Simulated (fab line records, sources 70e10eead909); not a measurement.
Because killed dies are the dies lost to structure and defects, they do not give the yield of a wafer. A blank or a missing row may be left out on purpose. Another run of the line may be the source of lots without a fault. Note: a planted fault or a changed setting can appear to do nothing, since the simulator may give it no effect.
Matching of chambers :: flow nand-harc :: NHARC_P_CONTACT_CMP_24 on cmp-04: 4 sister chambers
The step polishes, t overpolish 30 s, target thk 200 nm. 8 wafers are shown with their chamber, then 7 later ones without.

WAFERS PAIRED WITH THEIR CHAMBERS
wafer: L077.2
chamber: 1
motor-current-A (A): 10.2
time-to-endpoint-s (s): 30

wafer: L077.5
chamber: 2
motor-current-A (A): 11.1
time-to-endpoint-s (s): 39

wafer: L078.4
chamber: 1
motor-current-A (A): 9.5
time-to-endpoint-s (s): 35

wafer: L078.5
chamber: 0
motor-current-A (A): 11.8
time-to-endpoint-s (s): 42

wafer: L081.2
chamber: 2
motor-current-A (A): 11.4
time-to-endpoint-s (s): 41

wafer: L081.5
chamber: 3
motor-current-A (A): 11.5
time-to-endpoint-s (s): 38

wafer: L086.2
chamber: 0
motor-current-A (A): 11.4
time-to-endpoint-s (s): 44

wafer: L086.4
chamber: 3
motor-current-A (A): 11.4
time-to-endpoint-s (s): 39

WAFERS MISSING THEIR CHAMBER
wafer: L086.6
motor-current-A (A): 10.4
time-to-endpoint-s (s): 34

wafer: L087.1
motor-current-A (A): 10.5
time-to-endpoint-s (s): 32

wafer: L087.2
motor-current-A (A): 11.8
time-to-endpoint-s (s): 36

wafer: L087.6
motor-current-A (A): 11.4
time-to-endpoint-s (s): 43

wafer: L096.4
motor-current-A (A): 11.9
time-to-endpoint-s (s): 42

wafer: L096.5
motor-current-A (A): 11.8
time-to-endpoint-s (s): 35

wafer: L096.6
motor-current-A (A): 11.6
time-to-endpoint-s (s): 41

EACH ONE'S CHAMBER
wafer: L086.6
from the rows above: 1
in truth: 1

wafer: L087.1
from the rows above: 1
in truth: 1

wafer: L087.2
from the rows above: can't be placed: 3 or 2 or 0
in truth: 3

wafer: L087.6
from the rows above: can't be placed: 0 or 2 or 3
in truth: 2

wafer: L096.4
from the rows above: can't be placed: 0 or 3 or 2
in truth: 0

wafer: L096.5
from the rows above: can't be placed: 3 or 2 or 0
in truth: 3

wafer: L096.6
from the rows above: can't be placed: 0 or 2 or 3
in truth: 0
Placed correctly: 2 of 7. Can't be placed from these rows: 5 (the true chamber is among the candidates in 5). Wrongly placed: 0.
How it was worked out, from the rows above alone: a wafer's distance from a chamber is the root of the sum, over the readings, of the square of ((its reading less the chamber's mean) divided by the reading's scatter). If the next closest chamber is less than 2 further off than the closest, the wafer can't be placed; otherwise it belongs to the closest. The mean given for a chamber averages the wafers shown for that chamber. The scatter: the root of (the sum of the squares of (reading less its chamber's mean) over the shown wafers, divided by (wafers less chambers)).
